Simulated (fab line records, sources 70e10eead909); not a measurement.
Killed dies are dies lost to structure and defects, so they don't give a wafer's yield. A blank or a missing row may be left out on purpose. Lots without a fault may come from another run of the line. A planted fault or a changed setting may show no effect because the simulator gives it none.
Chamber matching | flow nand_harc | NHARC_A_STAIRCASE_ETCH_253 on rie_diel-11: 4 sister chambers
The step etches the open film in C4F8/O2, target depth 50 nm, time 20.2 s. 4 wafers are shown with their chamber, then 9 later ones without.

WAFERS WITH THEIR CHAMBER
wafer  | chamber | rf_vpp_V (V)
L091.3 | 0       | 905
L089.3 | 3       | 890
L089.4 | 2       | 893
L089.6 | 1       | 903

WAFERS WITHOUT THEIR CHAMBER
wafer  | rf_vpp_V (V)
L090.1 | 904
L090.3 | 903
L090.5 | 906
L093.4 | 903
L093.5 | 905
L093.6 | 903
L095.1 | 905
L095.4 | 887
L095.6 | 893

WHICH CHAMBER EACH WENT THROUGH
wafer  | from the rows above     | in truth
L090.1 | can't be placed: 0 or 1 | 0
L090.3 | can't be placed: 1 or 0 | 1
L090.5 | can't be placed: 0 or 1 | 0
L093.4 | can't be placed: 1 or 0 | 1
L093.5 | can't be placed: 0 or 1 | 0
L093.6 | can't be placed: 1 or 0 | 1
L095.1 | can't be placed: 0 or 1 | 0
L095.4 | 3                       | 3
L095.6 | 2                       | 2
Placed correctly: 2 of 9. Can't be placed from these rows: 7 (the true chamber is among the candidates in 7). Placed wrongly: 0.
How it was worked out, from the rows above alone: a wafer's distance from a chamber is the root of the sum, over the readings, of the square of ((its reading less the chamber's mean) divided by the reading's scatter). The wafer belongs to the nearest chamber; if the next one is less than 2 further off, it can't be placed. A chamber's mean is the mean of its shown wafers. The scatter: with one shown wafer a chamber, the root of the mean of the squares of how far each hidden wafer lies from its nearest shown one.
